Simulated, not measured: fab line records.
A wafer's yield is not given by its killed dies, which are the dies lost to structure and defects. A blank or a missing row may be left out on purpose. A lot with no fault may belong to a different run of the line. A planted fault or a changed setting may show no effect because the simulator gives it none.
fab line records	flow nandHarc	part 1 of 2: steps 1 to 27 of 36
record lots=5	wafers=15	lastDay=34
route steps=1302 shown P_GATE@121
lots that met no fault: from a run of the same line without faults
startH: hours from the record's first day to the start of the lot's first wafer shown	waitH: hours since the lot's step before	" the same as in the row above	L1.1+2: a row that stands for several wafers	- either no value or no given start	* or withheld: withheld	< > ~ a bound
route shown NAME@n: NAME is a module with steps in the file, n the number in the route of the first one	usual: average and standard deviation across the fault-free wafers	same: alike in all rows	chamber/n: place in a boat	sites: the reading at each site	_std_site: the standard deviation of these	_edge_site: inner sites' mean taken away from outer sites' mean	radiusMm: how far each site lies from the wafer's centre	mask NAME#n: copy n	behind: the most recent tool/chamber to have shaped the wafer	hold: the reason the lot was held/the length of the hold in hours/how it ended	device: the transistor (n, p or np) that didn't switch	end of line: at the end of the route, the tests of the same wafers	step lacking rows: just its recipe	killed: the dies lost at the first sort to structure and to defects; this is not the yield of the wafer	map: dies across one wafer; x = killed, . = not, _ = none there
set.NAME: the setting that was run; set.NAME@STEP: the one run at that earlier step	model.NAME: the simulator's own value behind a step, which no gauge read
certain route steps with their lots: each step a table, each wafer a row
services: a tool's chamber out of use, with start hour (startH, from the record's first day; less than 0 if before it), hours out, and reason
## steps
# step NHARC_P_GATE_DEVELOP_10
# recipe timeS=70
lot.wafer	tool	chamber	startH	waitH
L075.3+4+5	lithoTrack-05	0	-	-
L078.3+4+5	lithoTrack-03	0	-	-
L086.1+4+6	lithoTrack-02	0	-	-
L095.2+4+6	lithoTrack-03	0	-	-
L097.1+2+5	lithoTrack-03	0	-	-
# step NHARC_P_GATE_CD_MEAS_11
# recipe targetCdNm=1640	landingEnergyEv=500
# usual cdNm=1639.9/1.6
lot.wafer	tool	chamber	startH	waitH	cdNm
L075.3	cdSem-01	0	90.41	-	1639.2
L075.4	"	0	"	"	1640.1
L075.5	"	0	"	"	1638.8
L078.3	cdSem-02	0	116.50	-	1641.9
L078.4	"	0	"	"	1642.5
L078.5	"	0	"	"	1640.0
L086.1	cdSem-03	0	198.39	-	1640.1
L086.4	"	0	"	"	1641.9
L086.6	"	0	"	"	1641.4
L095.2	cdSem-02	0	291.85	-	1638.8
L095.4	"	0	"	"	1640.4
L095.6	"	0	"	"	1642.5
L097.1	cdSem-01	0	312.12	-	1637.1
L097.2	"	0	"	"	1639.1
L097.5	"	0	"	"	1638.5
# step NHARC_P_GATE_HARDBAKE_12
# recipe tempC=125	timeS=80
lot.wafer	tool	chamber	startH	waitH
L075.3+4+5	lithoTrack-05	0	90.49	-
L078.3+4+5	lithoTrack-02	0	116.58	-
L086.1+4+6	lithoTrack-05	0	198.47	-
L095.2+4+6	lithoTrack-05	0	291.93	-
L097.1+2+5	lithoTrack-02	0	312.20	-
# step NHARC_P_GATE_DESCUM_13
# recipe timeS=3	o2FlowSccm=200	arFlowSccm=0	biasPowerW=0	chemistry=O2
# usual drypumpMotorCurrentA=5.6/0.39	oesProductAu=1.001/0.011	rfVppV=58.1/0.91	showerheadPlenumPTorr=1.96/0.086	throttleValvePct=11.311/0.0087
lot.wafer	tool	chamber	startH	waitH	drypumpMotorCurrentA	oesProductAu	rfHoursCounterH	rfVppV	showerheadPlenumPTorr	throttleValvePct
L075.4	rieDiel-03	1	90.56	-	5.4	1.011	11	58.6	1.96	11.306
L075.3	"	2	"	"	5.4	0.985	8	56.1	1.87	11.306
L075.5	"	2	"	"	5.4	0.988	-	56.2	1.87	11.314
L078.3	rieDiel-03	3	116.66	-	5.7	0.993	0	58.0	2.06	11.302
L078.4	"	1	"	"	5.4	1.010	0	57.9	1.96	11.308
L078.5	"	3	"	"	5.7	0.985	-	57.4	2.06	11.314
L086.4	rieDiel-03	0	198.55	-	6.4	1.010	3	57.7	1.84	11.318
L086.1	"	3	"	"	5.7	0.988	2	58.8	2.06	11.316
L086.6	"	1	"	"	5.4	1.013	-	56.5	1.96	11.314
L095.4	rieDiel-06	1	292.03	-	6.1	1.005	8	58.6	2.04	11.327
L095.2	"	2	"	"	5.5	0.995	9	57.9	2.01	11.317
L095.6	"	0	"	"	5.0	1.012	-	58.7	1.98	11.317
L097.1	rieDiel-03	2	312.30	-	5.4	0.997	1	57.5	1.87	11.314
L097.2	"	0	"	"	6.4	0.998	2	56.9	1.84	11.312
L097.5	"	2	"	"	5.4	0.984	-	59.4	1.87	11.311
# step NHARC_P_GATE_ETCH_14
# recipe targetDepthA=488	chemistry=dHF	material=SiO2
lot.wafer	tool	chamber	startH	waitH
L075.4+5+3	wetBench-07	0,2,3	90.70	0.1
L078.3+4+5	wetBench-01	3,5,6	116.81	0.1
L086.1+6+4	wetBench-07	0,2,5	198.69	0.1
L095.6+4+2	wetBench-07	5,7,2	292.15	0.1
L097.2+1+5	wetBench-07	4,5,6	312.43	0.1
# step NHARC_P_GATE_STRIP_15
# recipe timeS=780	tempC=130	chemistry=SPM
lot.wafer	tool	chamber	startH	waitH
L075.4+5+3	wetBench-07	0,2,3	90.78	0.1
L078.3+4+5	wetBench-01	3,5,6	116.85	0.0
L086.1+6+4	wetBench-07	0,2,5	198.73	0.0
L095.6+4+2	wetBench-07	5,7,2	292.18	0.0
L097.2+1+5	wetBench-07	4,5,6	312.47	0.0
# step NHARC_P_GATE_PRECLEAN_71
# recipe timeS=*	tempC=50	bathAgeMin=0	chemistry=SC1
lot.wafer	tool	chamber	startH	waitH
L075.4+5+3	wetBench-07	0,2,3	-	-
L078.3+4+5	wetBench-01	3,5,6	-	-
L086.1+6+4	wetBench-07	0,2,5	-	-
L095.6+4+2	wetBench-07	5,7,2	-	-
L097.2+1+5	wetBench-07	4,5,6	-	-
# step NHARC_P_GATE_SRD_72
lot.wafer	tool	chamber	startH	waitH
L075.4+5+3	wetBench-07	0,2,3	-	-
L078.3+4+5	wetBench-01	3,5,6	-	-
L086.1+6+4	wetBench-07	0,2,5	-	-
L095.6+4+2	wetBench-07	5,7,2	-	-
L097.2+1+5	wetBench-07	4,5,6	-	-
# step NHARC_P_GATE_OXIDE_16
# recipe targetThkA=30	tempC=875	oxTimeS=392	material=SiO2
# usual zonePowerLowerPct=16.54/0.26
# same oxTimeS=392
lot.wafer	tool	chamber	startH	waitH	zonePowerLowerPct
L075.3	furnace-04	0	94.63	-	16.17
L075.4	"	0	"	"	16.12
L075.5	"	0	"	"	16.14
L078.3	furnace-02	0	120.26	-	16.70
L078.4	"	0	"	"	16.15
L078.5	"	0	"	"	16.78
L086.1	furnace-06	0	202.29	-	16.42
L086.4	"	0	"	"	16.93
L086.6	"	0	"	"	16.61
L095.2	furnace-06	0	296.76	-	16.47
L095.4	"	0	"	"	16.80
L095.6	"	0	"	"	16.85
L097.1	furnace-06	0	316.66	-	16.73
L097.2	"	0	"	"	16.63
L097.5	"	0	"	"	16.50
# step NHARC_P_GATE_CVD_17
# recipe targetThkA=1500	tempC=620	timeS=900	material=poly-Si
# usual zonePowerLowerPct=9.14/0.25
lot.wafer	tool	chamber	startH	waitH	zonePowerLowerPct
L075.3	lpcvdPoly-04	0	100.82	2.7	9.26
L075.4	"	0	"	"	9.05
L075.5	"	0	"	"	9.17
L078.3	lpcvdPoly-02	0	126.24	2.5	8.77
L078.4	"	0	"	"	8.78
L078.5	"	0	"	"	8.67
L086.1	lpcvdPoly-03	0	208.45	2.6	9.39
L086.4	"	0	"	"	9.29
L086.6	"	0	"	"	9.44
L095.2	lpcvdPoly-02	0	302.81	2.5	8.66
L095.4	"	0	"	"	8.80
L095.6	"	0	"	"	8.86
L097.1	lpcvdPoly-04	0	322.97	2.7	9.26
L097.2	"	0	"	"	9.18
L097.5	"	0	"	"	9.10
# step NHARC_P_GATE_HM_DEP_102
# recipe targetThkA=1200	tempC=400	material=aC
# usual susceptorTempC=400.04/0.21	throttleValvePct=35.001/0.009
lot.wafer	tool	chamber	startH	waitH	susceptorTempC	throttleValvePct
L075.3	aclDep-01	0	103.98	0.9	-	34.998
L075.4	"	0	"	"	-	35.001
L075.5	"	0	"	"	-	34.995
L078.3	aclDep-01	0	129.04	0.6	-	34.999
L078.4	"	0	"	"	-	34.996
L078.5	"	0	"	"	-	35.000
L086.1	aclDep-02	0	212.73	2.0	400.34	35.009
L086.4	"	0	"	"	400.25	35.014
L086.6	"	0	"	"	400.00	34.995
L095.2	aclDep-03	0	310.94	5.9	399.79	35.001
L095.4	"	0	"	"	399.76	34.987
L095.6	"	0	"	"	400.11	34.996
L097.1	aclDep-03	0	328.32	3.1	400.35	34.999
L097.2	"	0	"	"	400.19	35.011
L097.5	"	0	"	"	399.89	35.004
# step NHARC_P_GATE_DEP_103
# recipe targetThkA=300	targetThkNm=30	tempC=400	flowSccm=200	rfW=350	material=SiON
# usual heaterPowerW=802/74	susceptorTempC=399.99/0.22
lot.wafer	tool	chamber	startH	waitH	heaterPowerW	susceptorTempC
L075.3	pecvd-03	1	104.45	0.4	722	400.06
L075.5	"	0	"	"	852	399.88
L075.4	"	2	"	"	853	399.86
L078.3	pecvd-03	1	129.49	0.3	708	400.22
L078.5	"	1	"	"	694	400.16
L078.4	"	2	"	"	751	399.97
L086.1	pecvd-01	1	213.43	0.6	721	399.74
L086.6	"	0	"	"	880	400.15
L086.4	"	1	"	"	741	399.92
L095.2	pecvd-02	0	311.52	0.5	820	400.43
L095.6	"	2	"	"	894	399.95
L095.4	"	0	"	"	810	400.25
L097.1	pecvd-03	0	329.01	0.6	757	400.06
L097.2	"	1	"	"	752	399.74
L097.5	"	2	"	"	818	400.41
# step NHARC_P_GATE_DEHYDRATE_18
# recipe tempC=150	timeS=120
lot.wafer	tool	chamber	startH	waitH
L075.3+4+5	lithoTrack-04	0	104.70	0.2
L078.3+4+5	lithoTrack-06	0	129.76	0.2
L086.1+4+6	lithoTrack-01	0	213.67	0.2
L095.2+4+6	lithoTrack-06	0	311.77	0.2
L097.1+2+5	lithoTrack-06	0	329.25	0.2
# step NHARC_P_GATE_HMDS_19
# recipe timeS=30
lot.wafer	tool	chamber	startH	waitH
L075.3+4+5	lithoTrack-04	0	-	-
L078.3+4+5	lithoTrack-06	0	-	-
L086.1+4+6	lithoTrack-01	0	-	-
L095.2+4+6	lithoTrack-06	0	-	-
L097.1+2+5	lithoTrack-06	0	-	-
# step NHARC_P_GATE_COAT_20
# recipe spinRpm=1500	resistThkNm=90
# usual spinSpeedRpm=1500.0/0.96
lot.wafer	tool	chamber	startH	waitH	spinSpeedRpm
L075.3	lithoTrack-04	0	-	-	1500.5
L075.4	"	0	"	"	1499.5
L075.5	"	0	"	"	1499.2
L078.3	lithoTrack-06	0	-	-	1500.9
L078.4	"	0	"	"	1499.4
L078.5	"	0	"	"	1500.1
L086.1	lithoTrack-01	0	-	-	1501.6
L086.4	"	0	"	"	1501.2
L086.6	"	0	"	"	1500.5
L095.2	lithoTrack-06	0	-	-	1501.3
L095.4	"	0	"	"	1500.7
L095.6	"	0	"	"	1501.4
L097.1	lithoTrack-06	0	-	-	1500.0
L097.2	"	0	"	"	1500.4
L097.5	"	0	"	"	1499.9
# step NHARC_P_GATE_SOFTBAKE_21
# recipe tempC=105	timeS=55
lot.wafer	tool	chamber	startH	waitH
L075.3+4+5	lithoTrack-04	0	-	-
L078.3+4+5	lithoTrack-06	0	-	-
L086.1+4+6	lithoTrack-01	0	-	-
L095.2+4+6	lithoTrack-06	0	-	-
L097.1+2+5	lithoTrack-06	0	-	-
# step NHARC_P_GATE_EBR_22
lot.wafer	tool	chamber	startH	waitH
L075.3+4+5	lithoTrack-04	0	-	-
L078.3+4+5	lithoTrack-06	0	-	-
L086.1+4+6	lithoTrack-01	0	-	-
L095.2+4+6	lithoTrack-06	0	-	-
L097.1+2+5	lithoTrack-06	0	-	-
# step NHARC_P_GATE_EXPOSE_23
# recipe na=1.35	targetCdNm=120	doseMj=93.91	maskId=P_GATE
# usual stageVelMmS=500.04/0.26
lot.wafer	tool	chamber	startH	waitH	mask	stageVelMmS
L075.3	arfiScanner-01	0	104.97	-	P_GATE#0	499.62
L075.4	"	0	"	"	P_GATE#0	499.75
L075.5	"	0	"	"	P_GATE#0	499.96
L078.3	arfiScanner-02	0	130.18	-	P_GATE#0	499.54
L078.4	"	0	"	"	P_GATE#0	499.86
L078.5	"	0	"	"	P_GATE#0	499.47
L086.1	arfiScanner-03	0	213.94	-	P_GATE#0	500.20
L086.4	"	0	"	"	P_GATE#0	500.34
L086.6	"	0	"	"	P_GATE#0	499.92
L095.2	arfiScanner-01	0	312.04	-	P_GATE#0	499.79
L095.4	"	0	"	"	P_GATE#0	499.83
L095.6	"	0	"	"	P_GATE#0	500.18
L097.1	arfiScanner-01	0	329.52	-	P_GATE#0	500.18
L097.2	"	0	"	"	P_GATE#0	500.56
L097.5	"	0	"	"	P_GATE#0	500.04
# step NHARC_P_GATE_PEB_24
# recipe pebTempC=100	pebTimeS=65
lot.wafer	tool	chamber	startH	waitH
L075.3+4+5	lithoTrack-01	0	105.02	0.0
L078.3+4+5	lithoTrack-04	0	130.24	0.0
L086.1+4+6	lithoTrack-06	0	214.00	0.1
L095.2+4+6	lithoTrack-04	0	312.10	0.1
L097.1+2+5	lithoTrack-04	0	329.58	0.1
# step NHARC_P_GATE_DEVELOP_25
# recipe developTimeS=35	devTempC=23
lot.wafer	tool	chamber	startH	waitH
L075.3+4+5	lithoTrack-01	0	-	-
L078.3+4+5	lithoTrack-04	0	-	-
L086.1+4+6	lithoTrack-06	0	-	-
L095.2+4+6	lithoTrack-04	0	-	-
L097.1+2+5	lithoTrack-04	0	-	-
# step NHARC_P_GATE_CD_MEAS_26
# recipe targetCdNm=120	landingEnergyEv=500
# usual cdNm=119.8/0.61
lot.wafer	tool	chamber	startH	waitH	cdNm
L075.3	cdSem-03	0	105.11	-	118.6
L075.4	"	0	"	"	119.6
L075.5	"	0	"	"	119.5
L078.3	cdSem-01	0	130.32	-	119.2
L078.4	"	0	"	"	119.1
L078.5	"	0	"	"	118.6
L086.1	cdSem-02	0	214.08	-	119.0
L086.4	"	0	"	"	120.5
L086.6	"	0	"	"	119.9
L095.2	cdSem-02	0	312.18	-	118.8
L095.4	"	0	"	"	120.3
L095.6	"	0	"	"	118.9
L097.1	cdSem-01	0	329.66	-	118.9
L097.2	"	0	"	"	120.4
L097.5	"	0	"	"	120.0
# step NHARC_P_GATE_OVL_MEAS_27
# usual overlayXNm=0.0/0.92	overlayYNm=-0.2/0.71
lot.wafer	tool	chamber	startH	waitH	overlayXNm	overlayYNm
L075.3	overlay-01	-	105.19	-	0.7	0.1
L075.4	"	-	"	"	0.6	-0.2
L075.5	"	-	"	"	0.9	0.5
L078.3	overlay-02	-	130.40	-	-1.0	-1.1
L078.4	"	-	"	"	-1.0	-0.3
L078.5	"	-	"	"	-1.1	-1.0
L086.1	overlay-02	-	214.17	-	0.0	-0.9
L086.4	"	-	"	"	0.2	-1.0
L086.6	"	-	"	"	0.4	-0.8
L095.2	overlay-01	-	312.26	-	-0.4	0.9
L095.4	"	-	"	"	-0.6	0.9
L095.6	"	-	"	"	-0.7	0.2
L097.1	overlay-01	-	329.74	-	0.1	-0.8
L097.2	"	-	"	"	0.2	-0.1
L097.5	"	-	"	"	0.9	-0.3
# step NHARC_P_GATE_INSPECT_28
# usual rawDefectCount=6.7/3
lot.wafer	tool	chamber	startH	waitH	rawDefectCount
L075.3	defectInspect-01	-	105.23	0.0	5
L075.4	"	-	"	"	7
L075.5	"	-	"	"	8
L078.3	defectInspect-02	-	130.44	0.0	11
L078.4	"	-	"	"	11
L078.5	"	-	"	"	12
L086.1	defectInspect-01	-	214.20	0.0	8
L086.4	"	-	"	"	10
L086.6	"	-	"	"	6
L095.2	defectInspect-01	-	312.30	0.0	5
L095.4	"	-	"	"	7
L095.6	"	-	"	"	4
L097.1	defectInspect-02	-	329.78	0.0	4
L097.2	"	-	"	"	4
L097.5	"	-	"	"	4
# step NHARC_P_GATE_DESCUM_31
# recipe timeS=3	o2FlowSccm=200	arFlowSccm=0	biasPowerW=0	chemistry=O2
# usual drypumpMotorCurrentA=5.6/0.38	oesProductAu=1.001/0.011	rfVppV=58.2/0.87	showerheadPlenumPTorr=1.99/0.074	throttleValvePct=11.312/0.0099
lot.wafer	tool	chamber	startH	waitH	drypumpMotorCurrentA	oesProductAu	rfHoursCounterH	rfVppV	showerheadPlenumPTorr	throttleValvePct
L075.4	rieDiel-06	3	105.29	0.1	5.6	0.992	6.3	59.5	2.05	11.300
L075.3	"	1	"	"	6.1	1.007	6.5	58.8	2.04	11.306
L075.5	"	0	"	"	5.0	1.011	-	58.1	1.98	11.306
L078.4	rieDiel-03	3	130.52	0.1	5.7	0.992	0.1	59.0	2.06	11.314
L078.3	"	0	"	"	6.4	1.003	0.1	59.5	1.84	11.312
L078.5	"	1	"	"	5.4	1.024	-	58.9	1.96	11.293
L086.1	rieDiel-11	3	214.28	0.1	5.5	1.003	11.2	58.8	1.85	11.296
L086.4	"	0	"	"	5.8	1.004	11.7	59.2	1.85	11.325
L086.6	"	2	"	"	5.1	0.992	-	57.7	2.06	11.315
L095.4	rieDiel-11	2	312.37	0.1	5.1	0.990	3.3	57.6	2.06	11.321
L095.2	"	0	"	"	5.8	0.988	2.3	57.5	1.85	11.315
L095.6	"	1	"	"	5.9	0.989	-	59.1	2.02	11.300
L097.1	rieDiel-03	0	329.85	0.1	6.4	1.007	2.5	57.7	1.84	11.303
L097.2	"	1	"	"	5.4	1.006	2.1	57.5	1.95	11.303
L097.5	"	0	"	"	6.4	1.003	-	58.1	1.84	11.323
# step NHARC_P_GATE_ETCH_104
# recipe targetDepthA=600	timeS=withheld	cf4FlowSccm=100	chf3FlowSccm=30	arFlowSccm=0	rfW=500	biasW=200	chemistry=CF4/CHF3
# usual drypumpMotorCurrentA=5.6/0.35	oesProductAu=0.949/0.024	rfVppV=372.3/2	showerheadPlenumPTorr=1.63/0.059	throttleValvePct=16.801/0.0085
lot.wafer	tool	chamber	startH	waitH	drypumpMotorCurrentA	oesProductAu	rfVppV	showerheadPlenumPTorr	throttleValvePct
L075.4	rieDiel-06	3	105.37	0.1	5.6	0.955	371.4	1.68	16.799
L075.3	"	1	"	"	6.0	0.992	373.3	1.67	16.792
L075.5	"	0	"	"	5.1	0.977	373.8	1.63	16.800
L078.4	rieDiel-03	2	130.59	0.1	5.4	0.906	370.0	1.54	16.788
L078.3	"	0	"	"	6.4	0.931	368.9	1.52	16.812
L078.5	"	3	"	"	5.7	0.911	374.7	1.69	16.805
L086.4	rieDiel-11	3	214.35	0.1	5.5	0.927	370.7	1.53	16.810
L086.1	"	1	"	"	5.9	0.925	374.7	1.66	16.805
L086.6	"	2	"	"	5.1	0.914	373.5	1.69	16.796
L095.2	rieDiel-11	3	312.45	0.1	5.5	0.982	369.6	1.53	16.790
L095.4	"	1	"	"	5.9	0.960	372.3	1.66	16.815
L095.6	"	2	"	"	5.1	0.954	374.0	1.68	16.812
L097.2	rieDiel-03	1	329.93	0.1	5.4	0.928	372.2	1.60	16.795
L097.1	"	2	"	"	5.4	0.915	369.7	1.54	16.801
L097.5	"	1	"	"	5.4	0.928	371.9	1.60	16.800
# step NHARC_P_GATE_HM_OPEN_105
# recipe targetDepthA=3600	o2FlowSccm=400	cosFlowSccm=20	arFlowSccm=0	rfW=500	biasW=300	chemistry=O2/COS
# usual drypumpMotorCurrentA=5.6/0.36	oesProductAu=0.999/0.01	rfVppV=469.4/2.7	showerheadPlenumPTorr=3.22/0.12	throttleValvePct=28.330/0.0094
lot.wafer	tool	chamber	startH	waitH	drypumpMotorCurrentA	oesProductAu	rfHoursCounterH	rfVppV	showerheadPlenumPTorr	throttleValvePct
L075.3	rieDiel-06	0	-	-	5.1	1.002	7.2	470.1	3.23	28.320
L075.4	"	2	"	"	5.4	0.979	5.5	471.3	3.28	28.339
L075.5	"	1	"	"	6.1	1.007	-	472.9	3.32	28.328
L078.3	rieDiel-03	2	-	-	5.5	0.982	0.2	466.2	3.06	28.328
L078.4	"	0	"	"	6.4	1.012	0.1	465.0	3.01	28.337
L078.5	"	1	"	"	5.4	1.005	-	468.3	3.19	28.319
L086.4	rieDiel-11	0	-	-	5.8	1.005	11.7	465.6	3.03	28.343
L086.1	"	1	"	"	5.9	1.002	10.5	469.8	3.30	28.342
L086.6	"	0	"	"	5.8	1.015	-	465.3	3.03	28.327
L095.2	rieDiel-11	1	-	-	5.9	0.990	2.4	470.0	3.29	28.319
L095.4	"	2	"	"	5.1	0.976	3.3	471.5	3.34	28.333
L095.6	"	1	"	"	5.9	1.003	-	472.0	3.29	28.318
L097.1	rieDiel-03	1	-	-	5.4	0.999	2.2	467.3	3.18	28.319
L097.2	"	2	"	"	5.4	0.988	1.8	465.8	3.05	28.329
L097.5	"	1	"	"	5.4	0.996	-	468.0	3.18	28.344
# step NHARC_P_GATE_STRIP_106
# recipe o2FlowSccm=400	cosFlowSccm=20	arFlowSccm=0	biasW=0	chemistry=O2/COS
lot.wafer	tool	chamber	startH	waitH
L075.4+3+5	rieDiel-06	1,0,1	-	-
L078.3+4+5	rieDiel-03	3,0,2	-	-
L086.1+4+6	rieDiel-11	2,3,1	-	-
L095.2+4+6	rieDiel-11	3,1,3	-	-
L097.2+1+5	rieDiel-03	2,3,2	-	-
